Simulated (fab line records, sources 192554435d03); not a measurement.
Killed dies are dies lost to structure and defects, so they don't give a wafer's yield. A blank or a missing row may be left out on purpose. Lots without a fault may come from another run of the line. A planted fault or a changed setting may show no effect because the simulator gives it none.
A struck lot beside a sound one | flow n5_finfet | 14 steps out of a route of 1938
Sound: wafers L229.1, L229.2, L229.6. Struck: wafers L224.2, L224.3, L224.6. The cause comes at the end.
At each step with rows: each side's tool, then ch and its chambers, then its first start. Under that, the readings that differ: sound wafers | struck wafers | difference of the means | sigmas: that difference in standard deviations of wafers without a fault.
alike: readings whose means differ by less than 2 such deviations, and words and numbers that are the same on both sides. not compared: withheld readings, readings that some wafer has no value for, bounds like >300 that may hide the same value, and numbers for which the record gives no deviation and whose values overlap.
The two part at a step that has a row with sigmas, a row that says differs or no value, or rows on one side only. Numbers that don't overlap but have no deviation are shown without sigmas and don't part them. A reading that every wafer of one side lacks parts them only if that side has two wafers or more.

first, 1 step without rows for these wafers: N5_BEOL_M10_STRIP_68 (strips in N2/H2).
N5_BEOL_M10_STRIP_67: strips in CF4.
  sound on rie_diel-05 ch 0,3, day 15 19:59; struck on rie_diel-04 ch 0,3, day 13 17:14
  alike: drypump_motor_current_A, oes_product_au, rf_vpp_V, showerhead_plenum_p_Torr, throttle_valve_pct
  not compared: rf_hours_counter_h
N5_BEOL_M10_HM_OPEN_17: chemistry Cl2/BCl3, target TiN, target depth 20 nm, overetch 6 nm.
  sound on rie_metal-01 ch 0, day 15 20:02; struck on rie_metal-03 ch 0,1, day 13 17:17
  alike: drypump_motor_current_A, oes_product_au, throttle_valve_pct
  not compared: rf_hours_counter_h
N5_BEOL_M10_STRIP_19: strips in O2.
  sound on rie_diel-02 ch 1,2,3, day 15 20:14; struck on rie_diel-02 ch 2,3, day 13 17:25
  alike: drypump_motor_current_A, o2_flow_sccm, oes_product_au, rf_vpp_V, showerhead_plenum_p_Torr, throttle_valve_pct
  not compared: rf_hours_counter_h
N5_BEOL_M10_CD_MEAS_18: pitch 140 nm, target cd 70 nm.
  sound on cd_sem-02, day 15 20:18; struck on cd_sem-03, day 13 17:29
  alike: cd_nm
then, 7 steps without rows for these wafers: N5_BEOL_M10_COAT_63 (time 60 s, resist thk 100 nm); N5_BEOL_M10_COAT_64 (time 60 s, resist thk 30 nm); N5_BEOL_M10_COAT_22 (resist thk 90 nm); N5_BEOL_M10_EBR_24; N5_BEOL_M10_SOFTBAKE_23 (time 60 s); N5_BEOL_M10_EXPOSE_25 (exposes mask V9); N5_BEOL_M10_PEB_26 (peb time 60 s).
N5_BEOL_M10_DEVELOP_27: develop time 30 s.
  sound on litho_track-03 ch 0, day 15 21:24; struck on litho_track-02, day 13 18:43
  no value came back on the struck wafers for chill_plate_temp_C (C), develop_time_s (s); on the sound wafers chill_plate_temp_C (C) reads 23.12 23.06 23.06
  reading                                       | sound          | struck         | difference | sigmas
  model.CAR-ArF_of_BEOL_M10_COAT_22.thk_nm (nm) | 88.4 88.4 88.2 | 90.2 90.2 90.2 | +1.9       |
N5_BEOL_M10_CD_MEAS_28: target cd 70 nm.
  sound on cd_sem-02 ch 0, day 15 21:28; struck on cd_sem-01 ch 0, day 13 18:47
  reading    | sound          | struck | difference                    | sigmas
  cd_nm (nm) | 71.2 71.3 70.7 | - - -  | no value on the struck wafers |

WHERE THEY PART
First at N5_BEOL_M10_DEVELOP_27; last, within this record, at N5_BEOL_M10_CD_MEAS_28.

WHY: what the simulator had put in
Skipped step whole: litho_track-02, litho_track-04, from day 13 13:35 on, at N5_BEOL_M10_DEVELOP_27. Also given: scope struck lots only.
